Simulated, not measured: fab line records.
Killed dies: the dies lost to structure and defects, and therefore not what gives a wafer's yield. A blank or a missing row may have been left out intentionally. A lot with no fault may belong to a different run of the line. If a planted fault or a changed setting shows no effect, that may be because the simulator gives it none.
Matching of chambers || flow nand-harc || 4 sister chambers for NHARC_A_STAIRCASE_STRIP_476 on rie-diel-13
The step strips in O2, time 20 s. 8 wafers are shown with their chamber, then 12 later ones without.

WAFERS, EACH WITH ITS CHAMBER
{"wafer": "L081.1", "chamber": 1, "drypump-motor-current-A (A)": 6.7, "showerhead-plenum-p-Torr (Torr)": 3.31}
{"wafer": "L091.3", "chamber": 2, "drypump-motor-current-A (A)": 6.0, "showerhead-plenum-p-Torr (Torr)": 3.78}
{"wafer": "L091.4", "chamber": 1, "drypump-motor-current-A (A)": 6.7, "showerhead-plenum-p-Torr (Torr)": 3.30}
{"wafer": "L091.5", "chamber": 0, "drypump-motor-current-A (A)": 5.1, "showerhead-plenum-p-Torr (Torr)": 3.48}
{"wafer": "L091.6", "chamber": 3, "drypump-motor-current-A (A)": 5.8, "showerhead-plenum-p-Torr (Torr)": 3.55}
{"wafer": "L090.1", "chamber": 0, "drypump-motor-current-A (A)": 5.1, "showerhead-plenum-p-Torr (Torr)": 3.48}
{"wafer": "L090.2", "chamber": 2, "drypump-motor-current-A (A)": 6.0, "showerhead-plenum-p-Torr (Torr)": 3.78}
{"wafer": "L090.3", "chamber": 3, "drypump-motor-current-A (A)": 5.9, "showerhead-plenum-p-Torr (Torr)": 3.55}

WAFERS WITHOUT THEIR CHAMBER
{"wafer": "L092.1", "drypump-motor-current-A (A)": 6.0, "showerhead-plenum-p-Torr (Torr)": 3.77}
{"wafer": "L092.2", "drypump-motor-current-A (A)": 5.1, "showerhead-plenum-p-Torr (Torr)": 3.48}
{"wafer": "L092.5", "drypump-motor-current-A (A)": 6.6, "showerhead-plenum-p-Torr (Torr)": 3.30}
{"wafer": "L094.1", "drypump-motor-current-A (A)": 5.1, "showerhead-plenum-p-Torr (Torr)": 3.48}
{"wafer": "L094.3", "drypump-motor-current-A (A)": 6.6, "showerhead-plenum-p-Torr (Torr)": 3.29}
{"wafer": "L094.4", "drypump-motor-current-A (A)": 6.0, "showerhead-plenum-p-Torr (Torr)": 3.77}
{"wafer": "L096.1", "drypump-motor-current-A (A)": 5.8, "showerhead-plenum-p-Torr (Torr)": 3.54}
{"wafer": "L096.4", "drypump-motor-current-A (A)": 5.1, "showerhead-plenum-p-Torr (Torr)": 3.47}
{"wafer": "L096.6", "drypump-motor-current-A (A)": 5.1, "showerhead-plenum-p-Torr (Torr)": 3.47}
{"wafer": "L097.1", "drypump-motor-current-A (A)": 6.7, "showerhead-plenum-p-Torr (Torr)": 3.29}
{"wafer": "L097.2", "drypump-motor-current-A (A)": 6.0, "showerhead-plenum-p-Torr (Torr)": 3.76}
{"wafer": "L097.5", "drypump-motor-current-A (A)": 6.7, "showerhead-plenum-p-Torr (Torr)": 3.29}

CHAMBER TAKEN BY EACH
{"wafer": "L092.1", "from the rows above": 2, "in truth": 2}
{"wafer": "L092.2", "from the rows above": 0, "in truth": 0}
{"wafer": "L092.5", "from the rows above": 1, "in truth": 1}
{"wafer": "L094.1", "from the rows above": 0, "in truth": 0}
{"wafer": "L094.3", "from the rows above": 1, "in truth": 1}
{"wafer": "L094.4", "from the rows above": 2, "in truth": 2}
{"wafer": "L096.1", "from the rows above": 3, "in truth": 3}
{"wafer": "L096.4", "from the rows above": 0, "in truth": 0}
{"wafer": "L096.6", "from the rows above": 0, "in truth": 0}
{"wafer": "L097.1", "from the rows above": 1, "in truth": 1}
{"wafer": "L097.2", "from the rows above": 2, "in truth": 2}
{"wafer": "L097.5", "from the rows above": 1, "in truth": 1}
Correctly placed: 12 of 12. Number that these rows cannot place: 0. 0 placed wrongly.
How it was worked out, from the rows above alone: a wafer's distance from a chamber is the root of the sum, over the readings, of the square of ((its reading less the chamber's mean) divided by the reading's scatter). The wafer belongs to the nearest chamber; if the next one is less than 2 further off, it can't be placed. For every chamber, the mean is computed from those of its wafers that are shown. The scatter is the square root of a quotient: the sum, over the shown wafers, of each reading's squared deviation from its chamber's mean, divided by wafers minus chambers.
